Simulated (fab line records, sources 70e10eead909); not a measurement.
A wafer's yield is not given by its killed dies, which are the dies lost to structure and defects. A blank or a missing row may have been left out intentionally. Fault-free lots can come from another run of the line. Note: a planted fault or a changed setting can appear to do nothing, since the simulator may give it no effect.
Matching of chambers || flow nandHarc || NHARC_A_SGD_CUT_ETCH_58 on rieDiel-09: 4 sister chambers
The step etches the open film in CF4, target depth 39 nm, time 65 s. 8 wafers are shown with their chamber, then 10 later ones without.

== WAFERS WITH THEIR CHAMBER ==
{"wafer": "L078.2", "chamber": 1, "drypumpMotorCurrentA (A)": 5.74, "rfFwdPowerW (W)": 296.1}
{"wafer": "L078.4", "chamber": 2, "drypumpMotorCurrentA (A)": 5.81, "rfFwdPowerW (W)": 297.6}
{"wafer": "L078.5", "chamber": 3, "drypumpMotorCurrentA (A)": 5.51, "rfFwdPowerW (W)": 298.4}
{"wafer": "L081.3", "chamber": 1, "drypumpMotorCurrentA (A)": 5.71, "rfFwdPowerW (W)": 295.7}
{"wafer": "L081.4", "chamber": 0, "drypumpMotorCurrentA (A)": 5.38, "rfFwdPowerW (W)": 297.2}
{"wafer": "L081.6", "chamber": 0, "drypumpMotorCurrentA (A)": 5.38, "rfFwdPowerW (W)": 296.8}
{"wafer": "L082.1", "chamber": 3, "drypumpMotorCurrentA (A)": 5.56, "rfFwdPowerW (W)": 299.5}
{"wafer": "L082.4", "chamber": 2, "drypumpMotorCurrentA (A)": 5.80, "rfFwdPowerW (W)": 296.8}

== WAFERS WITH NO CHAMBER GIVEN ==
{"wafer": "L082.5", "drypumpMotorCurrentA (A)": 5.57, "rfFwdPowerW (W)": 299.7}
{"wafer": "L082.2", "drypumpMotorCurrentA (A)": 5.38, "rfFwdPowerW (W)": 297.1}
{"wafer": "L082.3", "drypumpMotorCurrentA (A)": 5.74, "rfFwdPowerW (W)": 298.0}
{"wafer": "L082.6", "drypumpMotorCurrentA (A)": 5.36, "rfFwdPowerW (W)": 297.9}
{"wafer": "L084.1", "drypumpMotorCurrentA (A)": 5.81, "rfFwdPowerW (W)": 297.5}
{"wafer": "L084.2", "drypumpMotorCurrentA (A)": 5.66, "rfFwdPowerW (W)": 295.9}
{"wafer": "L084.5", "drypumpMotorCurrentA (A)": 5.68, "rfFwdPowerW (W)": 296.3}
{"wafer": "L090.2", "drypumpMotorCurrentA (A)": 5.80, "rfFwdPowerW (W)": 297.0}
{"wafer": "L090.3", "drypumpMotorCurrentA (A)": 5.36, "rfFwdPowerW (W)": 297.6}
{"wafer": "L090.6", "drypumpMotorCurrentA (A)": 5.69, "rfFwdPowerW (W)": 296.6}

== WHICH CHAMBER EACH WENT THROUGH ==
{"wafer": "L082.5", "from the rows above": 3, "in truth": 3}
{"wafer": "L082.2", "from the rows above": 0, "in truth": 0}
{"wafer": "L082.3", "from the rows above": "can't be placed: 2 or 1", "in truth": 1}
{"wafer": "L082.6", "from the rows above": 0, "in truth": 0}
{"wafer": "L084.1", "from the rows above": 2, "in truth": 2}
{"wafer": "L084.2", "from the rows above": 1, "in truth": 1}
{"wafer": "L084.5", "from the rows above": 1, "in truth": 1}
{"wafer": "L090.2", "from the rows above": 2, "in truth": 2}
{"wafer": "L090.3", "from the rows above": 0, "in truth": 0}
{"wafer": "L090.6", "from the rows above": 1, "in truth": 1}
Correctly placed: 9 of 10. Cannot be placed on the basis of these rows: 1; the candidates contain the true chamber in 1. Wrongly placed: 0.
How it was worked out, from the rows above alone: a wafer's distance from a chamber is the root of the sum, over the readings, of the square of ((its reading less the chamber's mean) divided by the reading's scatter). If the next closest chamber is less than 2 further off than the closest, the wafer can't be placed; otherwise it belongs to the closest. The mean given for a chamber averages the wafers shown for that chamber. How the scatter is found: for the shown wafers, subtract from each reading the mean of its chamber, square and add these, divide the total by (wafers less chambers), then take the root.
